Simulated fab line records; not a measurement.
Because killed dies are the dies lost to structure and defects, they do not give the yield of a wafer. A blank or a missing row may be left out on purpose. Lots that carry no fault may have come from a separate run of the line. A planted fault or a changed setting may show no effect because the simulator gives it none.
Code-filled problem report in 8D (eight disciplines) form || flow nand-harc || the parts of the form that need people (team, actions taken, sign-off) are left out

1. PROBLEM STATEMENT
Wafers without a fault read 188.45 W, standard deviation 0.13; heater-power-total-W at NHARC_P_CONTACT_SOFTBAKE_07 reads a mean of 323.09 W on 4 wafers belonging to 3 lots. So: +99 or more standard deviations from the usual mean.
The step: time 55 s.
Seen first at day 11 02:00 on litho-track-06, wafer L643.6. At this step, 43 wafers from 15 lots have a number in the record. The rule behind "out" and "out of limits": a value lying over 4 standard deviations away from the usual mean. The other wafers with a number count as sound.

2. WHAT IT IS, WHAT IT ISN'T
{"question": "which readings at this step", "is": "heater-power-total-W", "is not": "-"}
{"question": "which lots", "is": "L643, L646, L647", "is not": "L632, L634, L635, L637, L638, L639, L640, L641, L642, L652, L653, L654"}
{"question": "which wafers of those lots", "is": "L643.6, L646.2, L647.2, L647.6", "is not": "L643.5, L646.4, L646.5"}
{"question": "read on which tools", "is": "litho-track-06", "is not": "litho-track-01, litho-track-04"}
{"question": "when", "is": "from day 11 02:00", "is not": "up to then (28 sound wafers); but 11 sound wafers of L646, L652, L653, L654 came after"}

3. THE SUSPECTS, EACH WITH WHAT RULES IT OUT
Counting: a tool at a process step up to the reading stays a suspect if it ran every lot that is out. Sound lots after the first of them don't rule it out here, since some wafers of a struck lot are sound.
- litho-track-06 at NHARC_P_CONTACT_SOFTBAKE_07 (time 55 s): kept. It ran every lot that is out, first L643 (day 11 02:00); its last sound lot up to then is L641 (day 10 12:00). Its own heater-power-total-W readings are out on those wafers.
Left after counting: litho-track-06 at NHARC_P_CONTACT_SOFTBAKE_07.

4. THE CAUSE (what the simulator had put in)
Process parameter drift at NHARC_P_CONTACT_SOFTBAKE_07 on litho-track-06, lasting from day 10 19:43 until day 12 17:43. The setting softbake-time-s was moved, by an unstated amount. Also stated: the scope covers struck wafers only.
The count eliminated every tool but this one.

5. THE EFFECT CHAIN, in route order
Each row: a reading whose mean over the struck wafers that have a number lies more than 3 standard deviations from the usual. Readings are gone through only where the record gives a usual standard deviation; hours: the median, over the lots, of the time from a lot's start at the first step in this table giving one to that lot's start at this step; sigmas: the change measured in usual standard deviations.
{"hours": 0, "step": "NHARC_P_CONTACT_SOFTBAKE_07", "reading": "heater-power-total-W", "usual": "188.45 W", "on struck wafers": 323.09, "change": "+134.64", "sigmas": "+99 or more"}
The process steps in it:
- NHARC_P_CONTACT_SOFTBAKE_07: time 55 s.
Later measuring or inspecting steps at which every struck wafer that the step has a row for has a number for every such reading, and none has moved that far: NHARC_P_CONTACT_CD_MEAS_12.

6. WHAT WOULD HAVE CAUGHT IT SOONER
6 hours passed between the start of the fault at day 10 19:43 and the first reading out of limits in this record, taken at day 11 02:00.
